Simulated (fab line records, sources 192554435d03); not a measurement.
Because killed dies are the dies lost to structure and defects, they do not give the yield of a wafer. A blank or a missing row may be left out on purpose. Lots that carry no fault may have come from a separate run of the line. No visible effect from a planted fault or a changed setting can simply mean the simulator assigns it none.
One fault seen from 2 desks ; flow n5Finfet ; numbers are kept per desk, each desk with only its own; the story behind them comes last

== THE TOOL OWNER'S DESK: aldSin-04 ==
The tool's own readings at N5_SPACER0_ALD_07 (deposits SiNx, target thk 2 nm): means of the sampled wafers that have a number, for each lot that ran on this tool. The brackets show how far a lot's mean lies from the usual mean; more than 4 standard deviations puts the lot out of limits, marked OUT.
Columns: A = heaterPowerOuterW at N5_SPACER0_ALD_07, usual 521 W; B = heaterPowerW at N5_SPACER0_ALD_07, usual 848 W
lot;first seen here;A;B
L142;day 3 06:41;523;844
L143;day 3 11:47;544;876
L148;day 4 16:29;474;764
L149;day 5 05:02;538;881
L151;day 5 17:07;520;845
L154;day 6 12:55;501;792
L156;day 6 20:39;594;986
L158;day 7 07:11;524;846
This desk found nothing out of limits on any of the 8 lots.

== AT THE METROLOGY DESK ==
Lot by lot, what the gauges showed, no matter which tool ran the lot: averages of those sampled wafers that carry a number. The brackets show how far a lot's mean lies from the usual mean; more than 4 standard deviations puts the lot out of limits, marked OUT. Only the readings that lie furthest out on some lot appear, 7 of the 12 it has.
Columns: A = DIBL_N at N5_BEOL_M4_RC_MEAS_101, usual 36.9 mV/V; B = DIBL_P at N5_BEOL_M4_RC_MEAS_101, usual 37.1 mV/V; C = IOFF_N at N5_BEOL_M4_RC_MEAS_101, usual 0.17 nA/um; D = IOFF_P at N5_BEOL_M4_RC_MEAS_101, usual 0.23 nA/um; E = REXT_P at N5_BEOL_M4_RC_MEAS_101, usual 100.8 ohm.um; F = VT_N at N5_BEOL_M4_RC_MEAS_101, usual 250 mV; G = VT_P at N5_BEOL_M4_RC_MEAS_101, usual -249.7 mV
lot;first seen here;A;B;C;D;E;F;G
L142;day 8 09:50;35.1;36.4;0.15;0.22;100.8;251;-247.9
L143;day 8 13:13;40.1;42.5;0.26;0.32;99.0;243;-245.5
L141;day 8 17:35;38.3;37.9;0.19;0.20;104.0;249;-250.9
L146;day 9 03:45;39.5;39.5;0.20;0.29;97.1;247;-245.2
L147;day 9 06:20;37.7;37.7;0.18;0.24;99.4;250;-248.4
L148;day 9 13:22;36.5;35.4;0.14;0.21;97.9;253;-250.1
L149;day 10 02:35;36.0;37.3;0.17;0.23;107.6;250;-246.1
L151;day 10 14:08;35.0;35.1;0.14;0.21;96.3;253;-251.1
L153;day 11 02:46;36.8;38.5;0.19;0.25;104.2;252;-249.8
L154;day 11 10:51;36.8;37.4;0.15;0.23;98.4;254;-251.8
L155;day 11 17:58;37.6;37.5;0.16;0.23;103.7;253;-249.0
L156;day 11 19:59;38.4;38.5;0.18;0.21;101.2;250;-253.2
L158;day 12 03:23;37.3;38.4;0.19;0.23;107.2;249;-250.3
This desk found nothing out of limits on any of the 13 lots.

== TAKEN TOGETHER ==
The tool owner's desk saw nothing out of limits.
Metrology desk: nothing out of limits seen.

== WHAT WAS PUT IN BY THE SIMULATOR ==
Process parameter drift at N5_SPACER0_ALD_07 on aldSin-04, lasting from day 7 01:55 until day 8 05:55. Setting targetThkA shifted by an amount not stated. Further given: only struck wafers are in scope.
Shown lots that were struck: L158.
